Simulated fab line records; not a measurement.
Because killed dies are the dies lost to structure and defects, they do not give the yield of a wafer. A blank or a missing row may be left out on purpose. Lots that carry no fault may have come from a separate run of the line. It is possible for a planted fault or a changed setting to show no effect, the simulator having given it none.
Chamber matching || flow nand_harc || NHARC_P_M0_CMP_23 on cmp-03: 4 sister chambers
The step polishes, t overpolish 20 s, target thk 117.54 nm. 18 wafers are shown with their chamber, then 9 later ones without.

## WAFERS PAIRED WITH THEIR CHAMBERS
{"wafer": "L074.1", "chamber": 0, "motor_current_A (A)": 11.7, "time_to_endpoint_s (s)": 25}
{"wafer": "L074.2", "chamber": 1, "motor_current_A (A)": 13.5, "time_to_endpoint_s (s)": 28}
{"wafer": "L074.5", "chamber": 0, "motor_current_A (A)": 11.9, "time_to_endpoint_s (s)": 27}
{"wafer": "L075.1", "chamber": 2, "motor_current_A (A)": 14.1, "time_to_endpoint_s (s)": 30}
{"wafer": "L075.2", "chamber": 0, "motor_current_A (A)": 12.2, "time_to_endpoint_s (s)": 26}
{"wafer": "L075.5", "chamber": 2, "motor_current_A (A)": 13.7, "time_to_endpoint_s (s)": 30}
{"wafer": "L077.1", "chamber": 0, "motor_current_A (A)": 11.4, "time_to_endpoint_s (s)": 27}
{"wafer": "L077.2", "chamber": 2, "motor_current_A (A)": 14.2, "time_to_endpoint_s (s)": 34}
{"wafer": "L077.5", "chamber": 0, "motor_current_A (A)": 12.0, "time_to_endpoint_s (s)": 28}
{"wafer": "L080.2", "chamber": 1, "motor_current_A (A)": 12.9, "time_to_endpoint_s (s)": 32}
{"wafer": "L080.4", "chamber": 3, "motor_current_A (A)": 10.8, "time_to_endpoint_s (s)": 35}
{"wafer": "L080.5", "chamber": 0, "motor_current_A (A)": 12.0, "time_to_endpoint_s (s)": 27}
{"wafer": "L084.1", "chamber": 2, "motor_current_A (A)": 13.3, "time_to_endpoint_s (s)": 35}
{"wafer": "L084.2", "chamber": 0, "motor_current_A (A)": 12.4, "time_to_endpoint_s (s)": 31}
{"wafer": "L084.3", "chamber": 1, "motor_current_A (A)": 14.3, "time_to_endpoint_s (s)": 33}
{"wafer": "L085.1", "chamber": 0, "motor_current_A (A)": 12.5, "time_to_endpoint_s (s)": 28}
{"wafer": "L085.3", "chamber": 3, "motor_current_A (A)": 11.6, "time_to_endpoint_s (s)": 36}
{"wafer": "L085.6", "chamber": 1, "motor_current_A (A)": 13.8, "time_to_endpoint_s (s)": 34}

SIGNATURES, as means of the wafers listed above
{"reading": "motor_current_A", "chamber 0": 12.012, "chamber 1": 13.625, "chamber 2": 13.825, "chamber 3": 11.200, "scatter within a chamber": 0.444}
{"reading": "time_to_endpoint_s", "chamber 0": 27.38, "chamber 1": 31.75, "chamber 2": 32.25, "chamber 3": 35.50, "scatter within a chamber": 2.14}
Rule: distance of a wafer from a chamber = root of the sum over the readings of ((wafer's reading minus chamber's mean) / reading's scatter) squared. If the next closest chamber is less than 2 further off than the closest, the wafer can't be placed; otherwise it belongs to the closest. How the scatter is found: for the shown wafers, subtract from each reading the mean of its chamber, square and add these, divide the total by (wafers less chambers), then take the root.

## WAFERS WITH NO CHAMBER GIVEN
{"wafer": "L087.1", "motor_current_A (A)": 10.6, "time_to_endpoint_s (s)": 29}
{"wafer": "L087.2", "motor_current_A (A)": 11.2, "time_to_endpoint_s (s)": 27}
{"wafer": "L087.6", "motor_current_A (A)": 13.7, "time_to_endpoint_s (s)": 27}
{"wafer": "L092.1", "motor_current_A (A)": 14.1, "time_to_endpoint_s (s)": 32}
{"wafer": "L092.3", "motor_current_A (A)": 11.1, "time_to_endpoint_s (s)": 33}
{"wafer": "L092.5", "motor_current_A (A)": 14.6, "time_to_endpoint_s (s)": 33}
{"wafer": "L093.3", "motor_current_A (A)": 13.8, "time_to_endpoint_s (s)": 30}
{"wafer": "L093.5", "motor_current_A (A)": 11.0, "time_to_endpoint_s (s)": 34}
{"wafer": "L093.6", "motor_current_A (A)": 11.9, "time_to_endpoint_s (s)": 27}

## EACH ONE'S CHAMBER
{"wafer": "L087.1", "from the rows above": "can't be placed: 0 or 3", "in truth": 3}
{"wafer": "L087.2", "from the rows above": 0, "in truth": 0}
{"wafer": "L087.6", "from the rows above": "can't be placed: 1 or 2 or 0", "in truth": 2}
{"wafer": "L092.1", "from the rows above": "can't be placed: 2 or 1", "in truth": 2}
{"wafer": "L092.3", "from the rows above": 3, "in truth": 3}
{"wafer": "L092.5", "from the rows above": "can't be placed: 2 or 1", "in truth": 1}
{"wafer": "L093.3", "from the rows above": "can't be placed: 1 or 2", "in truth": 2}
{"wafer": "L093.5", "from the rows above": 3, "in truth": 3}
{"wafer": "L093.6", "from the rows above": 0, "in truth": 0}
Correctly placed: 4 of 9. Can't be placed from these rows: 5 (the true chamber is among the candidates in 5). 0 placed wrongly.
